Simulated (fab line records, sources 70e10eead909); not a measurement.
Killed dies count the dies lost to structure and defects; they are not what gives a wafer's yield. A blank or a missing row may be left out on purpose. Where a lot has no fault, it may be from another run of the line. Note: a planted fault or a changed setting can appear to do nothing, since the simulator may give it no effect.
Which tool was responsible? | flow nand_harc | 6 lots with 18 wafers sampled at 3 steps, on a route of 1302 steps

WHAT EACH GAUGE READ, for each wafer
NHARC_A_CHANNEL_HOLE_D1_CD_MEAS_30.
lot  | measured     | on        | cd_nm (nm)
L417 | day 9 12:06  | cd_sem-03 | 89.4 89.7 89.9
L422 | day 11 15:36 | cd_sem-03 | 90.5 90.5 90.5
L428 | day 13 15:57 | cd_sem-01 | - - -
L431 | day 15 06:08 | cd_sem-03 | 91.9 91.0 90.7
L437 | day 17 15:32 | cd_sem-03 | 91.8 89.0 90.8
L439 | day 18 06:54 | cd_sem-01 | 91.0 91.0 91.0

EACH LOT AND THE TOOL THAT RAN IT (in order: tool; ch and the chambers of the sampled wafers; start)
lot  | NHARC_A_CHANNEL_HOLE_D1_DEP_00 | NHARC_A_CHANNEL_HOLE_D1_ETCH_38
L417 | acl_dep-03 ch 0, day 9 03:01   | rie_diel-07 ch 1,2, day 9 05:29
L422 | acl_dep-03 ch 0, day 11 05:53  | rie_diel-11 ch 0,1,2, day 11 08:52
L428 | acl_dep-03, day 13 05:34       | rie_diel-10 ch 1,2,3, day 13 07:28
L431 | acl_dep-02 ch 0, day 14 20:49  | rie_diel-10 ch 0,2, day 14 23:25
L437 | acl_dep-03 ch 0, day 17 03:50  | rie_diel-10 ch 2,3, day 17 06:46
L439 | acl_dep-03 ch 0, day 17 21:53  | rie_diel-11 ch 1,2,3, day 18 00:16
- NHARC_A_CHANNEL_HOLE_D1_DEP_00: deposits aC, target thk 3100 nm.
- NHARC_A_CHANNEL_HOLE_D1_ETCH_38: etches the open film in CF4, target depth 39 nm, time 65 s.

THE ANSWER, worked out from the rows above alone
Rule: usual is defined by the lots themselves. Put in order of their means at a reading, lots are off if they are a third of the lots or fewer, leave a main group of 4 or more, and stand apart from it by a gap of 3 or more times the standard deviation of the main group's means; of several such gaps the widest counts. If all means in a main group match to the digits the tables above print for the reading, that group is not used. A lot without any number at a reading at which 4 lots or more have one is off too. Where the step has rows for the other lots, those lots are counted as sound.
Off at NHARC_A_CHANNEL_HOLE_D1_CD_MEAS_30 (cd_nm): L428. Without a number there: L428. Mean 90.6 nm and standard deviation 0.53 in the main group.
A tool fits if, at a process step before that reading, it ran every lot that is off, and no sound lot after the first of them. Gauges at NHARC_A_CHANNEL_HOLE_D1_CD_MEAS_30: tried the same way as those tools. Not one of the candidates tried fits.

WHAT THE SIMULATOR HAD INSERTED
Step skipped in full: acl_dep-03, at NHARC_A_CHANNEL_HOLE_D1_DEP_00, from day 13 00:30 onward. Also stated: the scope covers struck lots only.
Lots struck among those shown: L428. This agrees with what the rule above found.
